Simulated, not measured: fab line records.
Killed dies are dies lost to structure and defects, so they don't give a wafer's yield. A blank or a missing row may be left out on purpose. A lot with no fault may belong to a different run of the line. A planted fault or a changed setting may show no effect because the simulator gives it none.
Lot-split experiment -- flow n5Finfet -- route with 1938 steps; 7 lots, 39 wafers read

THE SPLIT
At N5_PASSIVATION_ETCH_54 (etches SiO2 in CHF3/O2, target depth 880 nm, time 440 s), the setting timeS was moved away from the recipe's 440 s on 18 of the 39 wafers read, by -47.2% to +30.5%. For the rest of the wafers, this setting stayed at what the recipe calls for.

The reading is taken at the split's own step.

THE READING
PASSIVATION.featureDepthNm (the simulator's own value, which no gauge read), in nm, at N5_PASSIVATION_ETCH_54 (etches SiO2 in CHF3/O2, target depth 880 nm, time 440 s). No usual value for it is given in the file. Average 873.2 nm, standard deviation 9.7 nm, over the 21 wafers here run with the recipe.

wafer,"tool, chamber at the split","timeS as run, s",against the recipe,"PASSIVATION.featureDepthNm, nm",against lot-mates on the recipe
L075.1,"rieDiel-05, 3",440,recipe,857.2,-
L075.2,"rieDiel-05, 1",440,recipe,869,-
L075.3,"rieDiel-05, 2",306.1,-30.4%,594.2,-266.1
L075.4,"rieDiel-05, 0",306.1,-30.4%,621.6,-238.7
L075.5,"rieDiel-05, 3",306.1,-30.4%,596.2,-264.1
L075.6,"rieDiel-05, 2",440,recipe,854.6,-
L079.1,"rieDiel-05, 0",330.1,-25.0%,674.2,-204.4
L079.2,"rieDiel-05, 2",440,recipe,877.8,-
L079.3,"rieDiel-05, 3",330.1,-25.0%,650.8,-227.8
L079.4,"rieDiel-05, 1",440,recipe,889,-
L079.5,"rieDiel-05, 3",440,recipe,869,-
L079.6,"rieDiel-05, 0",330.1,-25.0%,682.8,-195.8
L082.1,"rieDiel-03, 1",365.5,-16.9%,727,-155.4
L082.2,"rieDiel-03, 3",365.5,-16.9%,733.8,-148.6
L082.3,"rieDiel-03, 0",440,recipe,886,-
L082.4,"rieDiel-03, 1",440,recipe,878.4,-
L082.5,"rieDiel-03, 0",440,recipe,882.8,-
L082.6,"rieDiel-03, 3",365.5,-16.9%,730.6,-151.8
L084.4,"rieDiel-05, 1",440,recipe,871.2,-
L084.5,"rieDiel-05, 0",440,recipe,880,-
L084.6,"rieDiel-05, 3",440,recipe,854.4,-
L085.1,"rieDiel-03, 0",440,recipe,872.6,-
L085.2,"rieDiel-03, 1",574.2,+30.5%,1132,+261.7
L085.3,"rieDiel-03, 3",440,recipe,870.6,-
L085.4,"rieDiel-03, 2",574.2,+30.5%,1137,+266.7
L085.5,"rieDiel-03, 0",440,recipe,867.6,-
L085.6,"rieDiel-03, 3",574.2,+30.5%,1139,+268.7
L087.1,"rieDiel-03, 1",232.3,-47.2%,456.8,-418.8
L087.2,"rieDiel-03, 3",440,recipe,868.2,-
L087.3,"rieDiel-03, 2",440,recipe,885,-
L087.4,"rieDiel-03, 0",440,recipe,873.6,-
L087.5,"rieDiel-03, 3",232.3,-47.2%,454.4,-421.2
L087.6,"rieDiel-03, 0",232.3,-47.2%,459.6,-416.0
L096.1,"rieDiel-03, 1",246.4,-44.0%,480.4,-396.1
L096.2,"rieDiel-03, 0",246.4,-44.0%,486.6,-389.9
L096.3,"rieDiel-03, 2",440,recipe,880.8,-
L096.4,"rieDiel-03, 3",440,recipe,867,-
L096.5,"rieDiel-03, 2",440,recipe,881.8,-
L096.6,"rieDiel-03, 3",246.4,-44.0%,485,-391.5

THE FIT
A straight line over all 39 wafers: PASSIVATION.featureDepthNm changes by +8.73 nm for each +1% of timeS; r = +1.00; the points scatter about the line by 10 nm.
The same after taking each lot's own level away (the mean of its wafers on the recipe; 39 wafers): +8.77 nm for each +1%; r = +1.00; scatter 8.9 nm.
Per that fit: largest timeS move, reading shift of 4.1e+02 nm.
The lots' own levels span 860.27 to 882.40 nm, that is 2.3 times the standard deviation above.
The two slopes agree, so the slope changes little with the lot-to-lot level.
Check: for one of the wafers moved furthest among these (-47.2%), held out of the fit, the line's prediction against its lot-mates is -413 nm. Against them it came out at -419 nm.

ADDITIONAL SPLITS CARRIED BY THESE WAFERS
These wafers also went through other splits before the reading. Each is held against what the fit with the lots' levels taken away leaves over:
other split on the same wafers,wafers away from the commonest value,r with PASSIVATION.featureDepthNm (lot level and that fit taken away)
N5_BEOL_M10_TRENCH_ETCH_37 targetDepthA,18,-0.02
N5_BEOL_M12_ETCH_38 timeS,12,-0.30

THE WHOLE CHAIN: every reading that the file lists as answering this split, in the file's order
step,what it does,reading,change (the file's fit),r (the file's)
N5_PASSIVATION_ETCH_54,"etches SiO2 in CHF3/O2, target depth 880 nm, time 440 s","etch.depthNm (the simulator's own value, which no gauge read)",+8.76 nm for each +1% of the setting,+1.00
N5_PASSIVATION_ETCH_54,"etches SiO2 in CHF3/O2, target depth 880 nm, time 440 s","PASSIVATION.featureDepthNm (the simulator's own value, which no gauge read)",+8.76 nm for each +1% of the setting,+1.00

THE FILE'S OWN FIT
PASSIVATION.featureDepthNm changes by +8.76 nm for each +1% of timeS, r = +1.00.
